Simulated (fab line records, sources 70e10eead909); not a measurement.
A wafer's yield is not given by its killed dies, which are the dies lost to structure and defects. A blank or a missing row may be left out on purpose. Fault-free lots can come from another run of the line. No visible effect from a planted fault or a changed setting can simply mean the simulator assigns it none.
Check for tools in common    flow nand_harc    2 lots and 6 wafers in the sample

## REASON IT WAS OPENED
At NHARC_END_SORT_01 the reading killed_at_array is flagged on 2 of 2 lots. Fault-free wafers read 56, with a standard deviation of 19.
Rule: flag the lot when none of its wafers has a number, or when each of its wafers that has one lies beyond 4 standard deviations from that mean. The rest of the lots are taken to be sound.

lot   measured      on         killed_at_array, wafer by wafer  flag
L483  day 25 17:46  prober-01  674 677 675                      FLAGGED
L484  day 26 15:25  prober-02  670 669 669                      FLAGGED
The numbers of the flagged lots are 672 on average: +616 against the usual, or +32 standard deviations.

## WHICH TOOL EACH LOT WENT THROUGH
2 process steps preceding the reading are held in the record, out of 1302 steps in the route. Every cell lists first the tool, next ch and the chambers used by the sampled wafers, and last the start.
lot   flag     NHARC_A_CHANNEL_HOLE_D2_DEP_00                                   NHARC_A_CHANNEL_HOLE_D2_ETCH_38
L483  FLAGGED  acl_dep-01 ch 0, day 14 15:31 and acl_dep-03 ch 0, day 14 18:08  rie_diel-09 ch 0,2,3, day 14 20:56
L484  FLAGGED  acl_dep-03 ch 0, day 15 04:59                                    rie_diel-05 ch 2,3, day 15 09:37
What is done by these steps:
- NHARC_A_CHANNEL_HOLE_D2_DEP_00: deposits aC, target thk 3100 nm.
- NHARC_A_CHANNEL_HOLE_D2_ETCH_38: etches the open film in CF4, target depth 39 nm, time 65 s.
- NHARC_END_SORT_01

## FLAGGED OVER TOTAL, TOOL BY TOOL (the gauges that took the reading come last)
step                             tool         lots run  flagged  share of the flagged lots  sound lots run after its first flagged lot
NHARC_A_CHANNEL_HOLE_D2_DEP_00   acl_dep-01   1         1        some                       0
NHARC_A_CHANNEL_HOLE_D2_DEP_00   acl_dep-03   2         2        all                        0
NHARC_A_CHANNEL_HOLE_D2_ETCH_38  rie_diel-05  1         1        some                       0
NHARC_A_CHANNEL_HOLE_D2_ETCH_38  rie_diel-09  1         1        some                       0
NHARC_END_SORT_01                prober-01    1         1        some                       0
NHARC_END_SORT_01                prober-02    1         1        some                       0

## WHAT THE TABLE PERMITS
In the table, 1 row covers all flagged lots: acl_dep-03 at NHARC_A_CHANNEL_HOLE_D2_DEP_00.
- acl_dep-03 at NHARC_A_CHANNEL_HOLE_D2_DEP_00 ran 2 lots, 2 of them flagged. It ran no sound lot before its first flagged lot in this sample, so the start can't be narrowed down.
Just one tool remains: acl_dep-03 at NHARC_A_CHANNEL_HOLE_D2_DEP_00.

## WHAT THE SIMULATOR PUT IN
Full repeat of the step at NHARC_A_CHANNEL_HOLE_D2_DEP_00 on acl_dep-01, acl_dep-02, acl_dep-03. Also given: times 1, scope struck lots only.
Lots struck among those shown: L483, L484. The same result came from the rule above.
